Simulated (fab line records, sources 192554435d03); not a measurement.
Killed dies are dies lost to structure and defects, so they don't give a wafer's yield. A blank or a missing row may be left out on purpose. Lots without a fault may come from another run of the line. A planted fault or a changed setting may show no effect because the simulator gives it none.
Chamber matching | flow n5_finfet | N5_HKMG_FIN_STRIP_92 on rie_diel-01: 4 sister chambers
The step strips SOC in N2/H2, time 20 s. 27 wafers are shown with their chamber, then 12 later ones without.

WAFERS WITH THEIR CHAMBER
wafer  | chamber | showerhead_plenum_p_Torr (Torr) | drypump_motor_current_A (A) | throttle_valve_pct (%)
L074.3 | 2       | 3.36                            | 5.8                         | 18.8
L074.5 | 0       | 3.50                            | 5.5                         | 19.4
L074.6 | 1       | 3.21                            | 5.4                         | 19.5
L076.4 | 2       | 3.36                            | 5.8                         | 18.8
L076.5 | 1       | 3.21                            | 5.3                         | 19.5
L076.6 | 2       | 3.36                            | 5.8                         | 18.8
L079.2 | 3       | 3.33                            | 5.5                         | 18.8
L079.3 | 2       | 3.35                            | 5.8                         | 18.8
L079.4 | 0       | 3.50                            | 5.5                         | 19.5
L080.2 | 1       | 3.20                            | 5.3                         | 19.5
L080.5 | 0       | 3.50                            | 5.5                         | 19.5
L080.6 | 1       | 3.20                            | 5.3                         | 19.5
L083.3 | 2       | 3.35                            | 5.8                         | 18.8
L083.5 | 0       | 3.49                            | 5.5                         | 19.5
L083.6 | 3       | 3.33                            | 5.5                         | 18.9
L084.2 | 1       | 3.20                            | 5.4                         | 19.5
L084.3 | 3       | 3.33                            | 5.5                         | 18.9
L084.5 | 1       | 3.20                            | 5.3                         | 19.5
L085.2 | 3       | 3.32                            | 5.5                         | 18.9
L085.3 | 0       | 3.49                            | 5.5                         | 19.5
L085.4 | 2       | 3.35                            | 5.8                         | 18.9
L086.1 | 0       | 3.49                            | 5.5                         | 19.5
L086.5 | 3       | 3.32                            | 5.5                         | 18.9
L086.6 | 0       | 3.49                            | 5.5                         | 19.5
L087.1 | 0       | 3.49                            | 5.5                         | 19.5
L087.3 | 3       | 3.32                            | 5.5                         | 18.9
L087.6 | 0       | 3.49                            | 5.5                         | 19.5

SIGNATURES (means of the wafers above)
reading                  | chamber 0 | chamber 1 | chamber 2 | chamber 3 | scatter within a chamber
showerhead_plenum_p_Torr | 3.4933    | 3.2033    | 3.3550    | 3.3250    | 0.00525
drypump_motor_current_A  | 5.500     | 5.333     | 5.800     | 5.500     | 0.0241
throttle_valve_pct       | 19.489    | 19.500    | 18.817    | 18.883    | 0.0333
Rule: a wafer's distance from a chamber is the root of the sum, over the readings, of the square of ((its reading less the chamber's mean) divided by the reading's scatter). The wafer belongs to the nearest chamber; if the next one is less than 2 further off, it can't be placed. The scatter: the root of (the sum of the squares of (reading less its chamber's mean) over the shown wafers, divided by (wafers less chambers)).

WAFERS WITHOUT THEIR CHAMBER
wafer  | showerhead_plenum_p_Torr (Torr) | drypump_motor_current_A (A) | throttle_valve_pct (%)
L090.1 | 3.49                            | 5.5                         | 19.5
L090.3 | 3.32                            | 5.5                         | 18.9
L090.4 | 3.34                            | 5.8                         | 18.9
L092.1 | 3.19                            | 5.4                         | 19.6
L092.4 | 3.34                            | 5.8                         | 18.9
L092.6 | 3.19                            | 5.3                         | 19.5
L094.1 | 3.31                            | 5.5                         | 18.9
L094.5 | 3.48                            | 5.5                         | 19.5
L094.6 | 3.31                            | 5.5                         | 18.9
L095.3 | 3.19                            | 5.3                         | 19.6
L095.5 | 3.34                            | 5.8                         | 18.9
L095.6 | 3.19                            | 5.3                         | 19.6

WHICH CHAMBER EACH WENT THROUGH
wafer  | from the rows above | in truth
L090.1 | 0                   | 0
L090.3 | 3                   | 3
L090.4 | 2                   | 2
L092.1 | 1                   | 1
L092.4 | 2                   | 2
L092.6 | 1                   | 1
L094.1 | 3                   | 3
L094.5 | 0                   | 0
L094.6 | 3                   | 3
L095.3 | 1                   | 1
L095.5 | 2                   | 2
L095.6 | 1                   | 1
Placed correctly: 12 of 12. Can't be placed from these rows: 0. Placed wrongly: 0.
